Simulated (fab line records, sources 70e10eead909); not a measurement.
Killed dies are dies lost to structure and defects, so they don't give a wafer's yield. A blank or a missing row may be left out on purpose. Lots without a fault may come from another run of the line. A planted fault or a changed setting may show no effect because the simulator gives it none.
Chamber matching | flow nand_harc | NHARC_P_CONTACT_CMP_01 on cmp-04: 4 sister chambers
The step polishes SiO2, target thk 200 nm. 24 wafers are shown with their chamber, then 12 later ones without.

WAFERS WITH THEIR CHAMBER
wafer  | chamber | motor_current_A (A)
L075.2 | 1       | 12.9
L075.3 | 3       | 11.3
L075.4 | 2       | 11.3
L078.3 | 0       | 12.4
L078.5 | 2       | 11.1
L078.6 | 3       | 11.4
L080.1 | 0       | 12.4
L080.2 | 3       | 11.0
L080.6 | 1       | 13.2
L082.3 | 3       | 11.0
L082.4 | 2       | 11.5
L082.6 | 0       | 12.8
L083.2 | 3       | 10.4
L083.5 | 1       | 13.0
L083.6 | 0       | 12.4
L084.1 | 1       | 13.0
L084.4 | 0       | 12.5
L084.5 | 2       | 11.5
L087.2 | 1       | 13.4
L087.3 | 3       | 10.6
L087.4 | 2       | 10.9
L085.2 | 2       | 11.5
L085.3 | 3       | 10.4
L085.6 | 1       | 13.5

SIGNATURES (means of the wafers above)
reading         | chamber 0 | chamber 1 | chamber 2 | chamber 3 | scatter within a chamber
motor_current_A | 12.500    | 13.167    | 11.300    | 10.871    | 0.296
Rule: a wafer's distance from a chamber is the root of the sum, over the readings, of the square of ((its reading less the chamber's mean) divided by the reading's scatter). The wafer belongs to the nearest chamber; if the next one is less than 2 further off, it can't be placed. The scatter: the root of (the sum of the squares of (reading less its chamber's mean) over the shown wafers, divided by (wafers less chambers)).

WAFERS WITHOUT THEIR CHAMBER
wafer  | motor_current_A (A)
L089.2 | 10.6
L089.3 | 13.2
L089.6 | 12.6
L093.1 | 10.8
L093.5 | 13.9
L093.6 | 12.2
L097.2 | 13.3
L097.3 | 10.6
L097.5 | 13.0
L096.3 | 11.4
L096.4 | 12.7
L096.6 | 12.9

WHICH CHAMBER EACH WENT THROUGH
wafer  | from the rows above     | in truth
L089.2 | can't be placed: 3 or 2 | 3
L089.3 | 1                       | 1
L089.6 | can't be placed: 0 or 1 | 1
L093.1 | can't be placed: 3 or 2 | 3
L093.5 | 1                       | 1
L093.6 | 0                       | 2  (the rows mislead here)
L097.2 | 1                       | 1
L097.3 | can't be placed: 3 or 2 | 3
L097.5 | can't be placed: 1 or 0 | 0
L096.3 | can't be placed: 2 or 3 | 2
L096.4 | can't be placed: 0 or 1 | 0
L096.6 | can't be placed: 1 or 0 | 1
Placed correctly: 3 of 12. Can't be placed from these rows: 8 (the true chamber is among the candidates in 8). Placed wrongly: 1.
